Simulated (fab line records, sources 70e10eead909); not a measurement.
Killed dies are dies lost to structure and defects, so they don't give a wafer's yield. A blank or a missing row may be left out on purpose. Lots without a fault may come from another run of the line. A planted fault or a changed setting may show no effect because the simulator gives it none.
Which tool did it? | flow nand_harc | 24 lots, 72 wafers sampled, at 6 steps of a route of 1302

WHAT THE GAUGES READ, wafer by wafer
NHARC_A_SGD_CUT_INSPECT_11.
lot  | measured     | on                | raw_defect_count
L074 | day 19 14:46 | defect_inspect-01 | 20 30 15
L076 | day 19 14:23 | defect_inspect-02 | 67 65 67
L075 | day 19 17:41 | defect_inspect-02 | 54 61 67
L077 | day 21 00:11 | defect_inspect-02 | 66 73 74
L079 | day 20 23:56 | defect_inspect-02 | 18 28 23
L078 | day 21 07:12 | defect_inspect-01 | 118 100 115
L080 | day 21 20:23 | defect_inspect-01 | 74 62 54
L081 | day 22 17:40 | defect_inspect-02 | 98 92 102
L082 | day 22 23:02 | defect_inspect-02 | 17 25 18
L084 | day 23 05:20 | defect_inspect-02 | 80 85 79
L083 | day 23 08:00 | defect_inspect-01 | 26 35 30
L085 | day 23 15:29 | defect_inspect-02 | 88 70 78
L086 | day 23 21:10 | defect_inspect-01 | 7 9 13
L088 | day 24 19:50 | defect_inspect-02 | 33 39 35
L089 | day 24 19:35 | defect_inspect-02 | 59 72 56
L087 | day 25 00:38 | defect_inspect-02 | 86 80 102
L091 | day 26 11:17 | defect_inspect-01 | 20 20 27
L092 | day 26 11:34 | defect_inspect-01 | 19 23 23
L090 | day 26 10:52 | defect_inspect-02 | 49 42 53
L093 | day 27 03:46 | defect_inspect-02 | 24 16 25
L097 | day 28 08:42 | defect_inspect-02 | 74 59 78
L096 | day 28 12:08 | defect_inspect-02 | 7 8 11
L095 | day 28 11:52 | defect_inspect-02 | 77 69 70
L094 | day 28 11:41 | defect_inspect-02 | 3 18 16

WHICH TOOL RAN EACH LOT (tool, then ch and the chambers of the sampled wafers, then the start)
lot  | NHARC_A_STAIRCASE_DEP_280       | NHARC_A_STAIRCASE_DEP_301       | NHARC_A_STAIRCASE_CMP_450     | NHARC_A_STAIRCASE_ETCHBACK_157     | NHARC_A_SGD_CUT_DEP_00
L074 | pecvd-04 ch 1,2, day 16 18:20   | pecvd-01 ch 0,1,2, day 17 04:34 | cmp-03 ch 0,1,3, day 19 12:03 | rie_diel-11 ch 1,2,3, day 19 12:58 | pecvd-02 ch 0,1,2, day 19 13:56
L076 | pecvd-03 ch 1,2, day 16 20:13   | pecvd-04 ch 0,1, day 17 08:29   | cmp-01 ch 1,2, day 19 11:41   | rie_diel-11 ch 0,2, day 19 12:35   | pecvd-03 ch 1,2, day 19 13:32
L075 | pecvd-04 ch 1,2, day 17 02:51   | pecvd-04 ch 0,2, day 17 13:13   | cmp-04 ch 0,1,3, day 19 14:53 | rie_diel-13 ch 1,2, day 19 15:49   | pecvd-02 ch 0,1, day 19 16:50
L077 | pecvd-03 ch 0,2, day 18 01:59   | pecvd-04 ch 0,2, day 18 07:14   | cmp-04 ch 0,1,2, day 20 21:27 | rie_diel-13 ch 1,2,3, day 20 22:21 | pecvd-02 ch 1,2, day 20 23:20
L079 | pecvd-01 ch 0,1, day 18 15:06   | pecvd-01 ch 1,2, day 18 20:22   | cmp-01 ch 0,1,3, day 20 21:21 | rie_diel-09 ch 0,1,2, day 20 22:14 | pecvd-01 ch 0,2, day 20 23:13
L078 | pecvd-04 ch 0,1, day 18 18:29   | pecvd-01 ch 0,2, day 19 02:28   | cmp-04 ch 0,3, day 21 04:37   | rie_diel-13 ch 0,2,3, day 21 05:31 | pecvd-02 ch 1,2, day 21 06:29
L080 | pecvd-03 ch 0,1, day 19 04:24   | pecvd-04 ch 0,1,2, day 19 15:16 | cmp-04 ch 0,2, day 21 17:46   | rie_diel-13 ch 1,2,3, day 21 18:42 | pecvd-03 ch 1,2, day 21 19:44
L081 | pecvd-03 ch 0,1, day 20 00:31   | pecvd-04 ch 0,2, day 20 09:15   | cmp-03 ch 0,1,2, day 22 14:48 | rie_diel-13 ch 0,1,3, day 22 15:52 | pecvd-02 ch 0,2, day 22 16:52
L082 | pecvd-01 ch 0,1,2, day 20 07:08 | pecvd-03 ch 0,1,2, day 20 12:32 | cmp-03 ch 0,1, day 22 19:54   | rie_diel-11 ch 1,3, day 22 20:47   | pecvd-01 ch 1,2, day 22 22:13
L084 | pecvd-01 ch 0,2, day 20 14:41   | pecvd-04 ch 1,2, day 20 23:40   | cmp-01 ch 0,1,2, day 23 02:34 | rie_diel-11 ch 0,1,3, day 23 03:32 | pecvd-02 ch 0,1,2, day 23 04:29
L083 | pecvd-04 ch 0,1, day 20 16:25   | pecvd-03 ch 0,1, day 20 21:51   | cmp-04 ch 1,2, day 23 05:25   | rie_diel-11 ch 0,3, day 23 06:19   | pecvd-02 ch 0,1, day 23 07:17
L085 | pecvd-03 ch 0,1,2, day 21 01:46 | pecvd-03 ch 0,1,2, day 21 06:44 | cmp-03 ch 0,1,2, day 23 12:47 | rie_diel-11 ch 0,1,3, day 23 13:44 | pecvd-02 ch 0,1,2, day 23 14:44
L086 | pecvd-03 ch 0,1,2, day 21 08:31 | pecvd-03 ch 0,1,2, day 21 14:52 | cmp-01 ch 0,2,3, day 23 18:29 | rie_diel-13 ch 1,2,3, day 23 19:22 | pecvd-01 ch 0,1,2, day 23 20:20
L088 | pecvd-01 ch 1,2, day 22 09:18   | pecvd-03 ch 1,2, day 22 14:44   | cmp-01 ch 0,1, day 24 16:49   | rie_diel-09 ch 0,1, day 24 17:49   | pecvd-02 ch 0,1,2, day 24 19:02
L089 | pecvd-03 ch 0,1,2, day 22 10:44 | pecvd-01 ch 1,2, day 22 16:34   | cmp-03 ch 0,1, day 24 16:32   | rie_diel-09 ch 0,1, day 24 17:32   | pecvd-03 ch 1,2, day 24 18:52
L087 | pecvd-03 ch 0,1,2, day 22 19:13 | pecvd-03 ch 0,1,2, day 23 00:24 | cmp-01 ch 1,2, day 24 21:48   | rie_diel-11 ch 1,2, day 24 22:47   | pecvd-02 ch 1,2, day 24 23:49
L091 | pecvd-01 ch 0,1,2, day 23 18:11 | pecvd-01 ch 0,1, day 24 00:56   | cmp-03 ch 1,3, day 26 08:35   | rie_diel-13 ch 1,2,3, day 26 09:28 | pecvd-03 ch 0,2, day 26 10:28
L092 | pecvd-01 ch 0,1,2, day 23 23:04 | pecvd-01 ch 0,1, day 24 04:34   | cmp-01 ch 0,1,2, day 26 08:53 | rie_diel-13 ch 1,2,3, day 26 09:53 | pecvd-02 ch 1,2, day 26 10:52
L090 | pecvd-01 ch 0,1,2, day 24 03:17 | pecvd-01 ch 0,1,2, day 24 08:28 | cmp-01 ch 0,1,3, day 26 08:14 | rie_diel-13 ch 0,1,2, day 26 09:13 | pecvd-03 ch 0,1,2, day 26 10:14
L093 | pecvd-03 ch 0,1,2, day 24 21:47 | pecvd-01 ch 0,2, day 25 03:22   | cmp-04 ch 0,1,2, day 27 01:01 | rie_diel-09 ch 0,2,3, day 27 01:58 | pecvd-01 ch 0,1, day 27 02:55
L097 | pecvd-03 ch 0,1,2, day 25 16:32 | pecvd-03 ch 0,2, day 26 00:49   | cmp-03 ch 1,2,3, day 28 03:34 | rie_diel-13 ch 0,2,3, day 28 06:44 | pecvd-01 ch 0,1,2, day 28 07:53
L096 | pecvd-03 ch 0,2, day 25 18:54   | pecvd-03 ch 1,2, day 26 03:31   | cmp-01 ch 0,1,2, day 28 09:30 | rie_diel-09 ch 0,2,3, day 28 10:22 | pecvd-02 ch 0,2, day 28 11:25
L095 | pecvd-01 ch 1,2, day 25 22:56   | pecvd-04 ch 0,1,2, day 26 05:21 | cmp-03 ch 2,3, day 28 09:15   | rie_diel-11 ch 0,3, day 28 10:08   | pecvd-02 ch 0,1, day 28 11:08
L094 | pecvd-01 ch 0,1,2, day 26 01:01 | pecvd-03 ch 1,2, day 26 12:13   | cmp-04 ch 0,1,3, day 28 09:02 | rie_diel-09 ch 0,1,2, day 28 09:55 | pecvd-02 ch 0,1,2, day 28 11:00
- NHARC_A_STAIRCASE_DEP_280: deposits SiON, target thk 30 nm.
- NHARC_A_STAIRCASE_DEP_301: deposits SiON, target thk 30 nm.
- NHARC_A_STAIRCASE_CMP_450: polishes SiO2, target thk 200 nm.
- NHARC_A_STAIRCASE_ETCHBACK_157: etches the open film in CH3F/O2, target depth 90 nm, time 167.14 s.
- NHARC_A_SGD_CUT_DEP_00: deposits SiNx, target thk 50 nm.

WHAT THE TOOLS THEMSELVES READ (means of the sampled wafers that have a number; where no wafer has one, the mark that the record gives instead)
NHARC_A_STAIRCASE_DEP_280.
lot  | tool     | heater_power_w (W)
L074 | pecvd-04 | 719
L076 | pecvd-03 | 607
L075 | pecvd-04 | 766
L077 | pecvd-03 | 618
L079 | pecvd-01 | 797
L078 | pecvd-04 | 841
L080 | pecvd-03 | 694
L081 | pecvd-03 | 691
L082 | pecvd-01 | 814
L084 | pecvd-01 | 796
L083 | pecvd-04 | 813
L085 | pecvd-03 | 639
L086 | pecvd-03 | 624
L088 | pecvd-01 | 748
L089 | pecvd-03 | 659
L087 | pecvd-03 | 648
L091 | pecvd-01 | 830
L092 | pecvd-01 | 794
L090 | pecvd-01 | 795
L093 | pecvd-03 | 726
L097 | pecvd-03 | 686
L096 | pecvd-03 | 733
L095 | pecvd-01 | 798
L094 | pecvd-01 | 790

NHARC_A_STAIRCASE_DEP_301.
lot  | tool     | heater_power_w (W)
L074 | pecvd-01 | 788
L076 | pecvd-04 | 803
L075 | pecvd-04 | 819
L077 | pecvd-04 | 861
L079 | pecvd-01 | 842
L078 | pecvd-01 | 861
L080 | pecvd-04 | 733
L081 | pecvd-04 | 869
L082 | pecvd-03 | 636
L084 | pecvd-04 | 823
L083 | pecvd-03 | 671
L085 | pecvd-03 | 644
L086 | pecvd-03 | 646
L088 | pecvd-03 | 617
L089 | pecvd-01 | 746
L087 | pecvd-03 | 655
L091 | pecvd-01 | 792
L092 | pecvd-01 | 812
L090 | pecvd-01 | 774
L093 | pecvd-01 | 861
L097 | pecvd-03 | 671
L096 | pecvd-03 | 722
L095 | pecvd-04 | 788
L094 | pecvd-03 | 706

NHARC_A_STAIRCASE_CMP_450.
lot  | tool   | edge_zone_pressure_frac | motor_current_A (A) | retaining_ring_pressure_frac
L074 | cmp-03 | 1.000                   | 10.9                | 1.000
L076 | cmp-01 | 0.999                   | 11.6                | 1.002
L075 | cmp-04 | 1.002                   | 12.0                | 0.995
L077 | cmp-04 | 1.001                   | 12.0                | 0.997
L079 | cmp-01 | 1.001                   | 12.1                | 0.996
L078 | cmp-04 | 0.997                   | 11.0                | 0.998
L080 | cmp-04 | 1.000                   | 10.9                | 1.008
L081 | cmp-03 | 0.996                   | 12.4                | 0.996
L082 | cmp-03 | 1.004                   | 11.6                | 1.004
L084 | cmp-01 | 1.005                   | 12.5                | 0.999
L083 | cmp-04 | 1.002                   | 12.5                | 0.999
L085 | cmp-03 | 1.001                   | 12.1                | 0.999
L086 | cmp-01 | 0.999                   | 12.3                | 0.998
L088 | cmp-01 | 0.996                   | 12.4                | 1.006
L089 | cmp-03 | 0.998                   | 11.3                | 0.996
L087 | cmp-01 | 1.003                   | 11.9                | 0.998
L091 | cmp-03 | 0.998                   | 11.9                | 0.999
L092 | cmp-01 | 1.007                   | 11.7                | 1.001
L090 | cmp-01 | 0.997                   | 11.9                | 1.000
L093 | cmp-04 | 1.003                   | 12.5                | 0.998
L097 | cmp-03 | 0.991                   | 11.5                | 0.998
L096 | cmp-01 | 0.999                   | 12.5                | 0.997
L095 | cmp-03 | 1.004                   | 11.4                | 1.002
L094 | cmp-04 | 1.002                   | 11.8                | 0.996

NHARC_A_STAIRCASE_ETCHBACK_157.
lot  | tool        | drypump_motor_current_A (A) | oes_product_au (a.u.) | rf_vpp_V (V) | showerhead_plenum_p_Torr (Torr) | throttle_valve_pct (%)
L074 | rie_diel-11 | 5.9                         | 1.00                  | 243.5        | 2.38                            | 20.662
L076 | rie_diel-11 | 6.0                         | 1.00                  | 243.7        | 2.45                            | 20.667
L075 | rie_diel-13 | 5.9                         | 0.93                  | 244.7        | 2.49                            | 20.668
L077 | rie_diel-13 | 5.5                         | 0.94                  | 244.1        | 2.50                            | 20.656
L079 | rie_diel-09 | 6.1                         | 0.95                  | 245.1        | 2.46                            | 20.658
L078 | rie_diel-13 | 5.7                         | 1.00                  | 245.6        | 2.48                            | 20.667
L080 | rie_diel-13 | 5.5                         | 0.94                  | 245.1        | 2.50                            | 20.673
L081 | rie_diel-13 | 5.3                         | 0.97                  | 244.0        | 2.48                            | 20.666
L082 | rie_diel-11 | 5.8                         | 0.98                  | 241.7        | 2.35                            | 20.665
L084 | rie_diel-11 | 5.4                         | 0.94                  | 242.9        | 2.36                            | 20.666
L083 | rie_diel-11 | 5.0                         | 0.91                  | 243.7        | 2.38                            | 20.665
L085 | rie_diel-11 | 5.4                         | 0.91                  | 242.8        | 2.36                            | 20.662
L086 | rie_diel-13 | 5.5                         | 1.00                  | 244.7        | 2.50                            | 20.660
L088 | rie_diel-09 | 6.0                         | 0.95                  | 244.7        | 2.52                            | 20.665
L089 | rie_diel-09 | 5.6                         | 1.01                  | 244.2        | 2.45                            | 20.670
L087 | rie_diel-11 | 6.4                         | 1.00                  | 243.4        | 2.39                            | 20.663
L091 | rie_diel-13 | 5.5                         | 0.92                  | 244.6        | 2.49                            | 20.664
L092 | rie_diel-13 | 5.5                         | 0.92                  | 245.3        | 2.49                            | 20.666
L090 | rie_diel-13 | 5.7                         | 0.99                  | 244.2        | 2.45                            | 20.662
L093 | rie_diel-09 | 5.6                         | 0.93                  | 243.1        | 2.36                            | 20.657
L097 | rie_diel-13 | 5.8                         | 0.94                  | 244.6        | 2.46                            | 20.665
L096 | rie_diel-09 | 5.6                         | 0.92                  | 243.3        | 2.36                            | 20.670
L095 | rie_diel-11 | 4.9                         | 1.00                  | 245.9        | 2.57                            | 20.673
L094 | rie_diel-09 | 6.0                         | 0.95                  | 244.4        | 2.43                            | 20.665

NHARC_A_SGD_CUT_DEP_00.
lot  | tool     | heater_power_w (W)
L074 | pecvd-02 | 644
L076 | pecvd-03 | 551
L075 | pecvd-02 | 652
L077 | pecvd-02 | 644
L079 | pecvd-01 | 822
L078 | pecvd-02 | 650
L080 | pecvd-03 | 644
L081 | pecvd-02 | 653
L082 | pecvd-01 | 656
L084 | pecvd-02 | 661
L083 | pecvd-02 | 626
L085 | pecvd-02 | 649
L086 | pecvd-01 | 785
L088 | pecvd-02 | 647
L089 | pecvd-03 | 656
L087 | pecvd-02 | 636
L091 | pecvd-03 | 635
L092 | pecvd-02 | 600
L090 | pecvd-03 | 607
L093 | pecvd-01 | 735
L097 | pecvd-01 | 783
L096 | pecvd-02 | 687
L095 | pecvd-02 | 646
L094 | pecvd-02 | 685

THE ANSWER, worked out from the rows above alone
Rule: what is usual is taken from the lots themselves. Put in order of their means at a reading, lots are off if they are a third of the lots or fewer, leave a main group of 4 or more, and stand apart from it by a gap of 3 or more times the standard deviation of the main group's means; of several such gaps the widest counts. A main group whose means are all the same, to the digits that the tables above print for the reading, isn't used. A lot without any number at a reading at which 4 lots or more have one is off too. The other lots that the step has rows for count as sound. The gauges are gone through in route order, then the tools' own readings, and for those a lot's mean is taken as printed above. The first step at which some lot is off is used, and at that step the reading that is off furthest; a lot without a number counts as furthest.
No lot is off at any reading shown: from this, nothing can be told.

WHAT THE SIMULATOR HAD PUT IN
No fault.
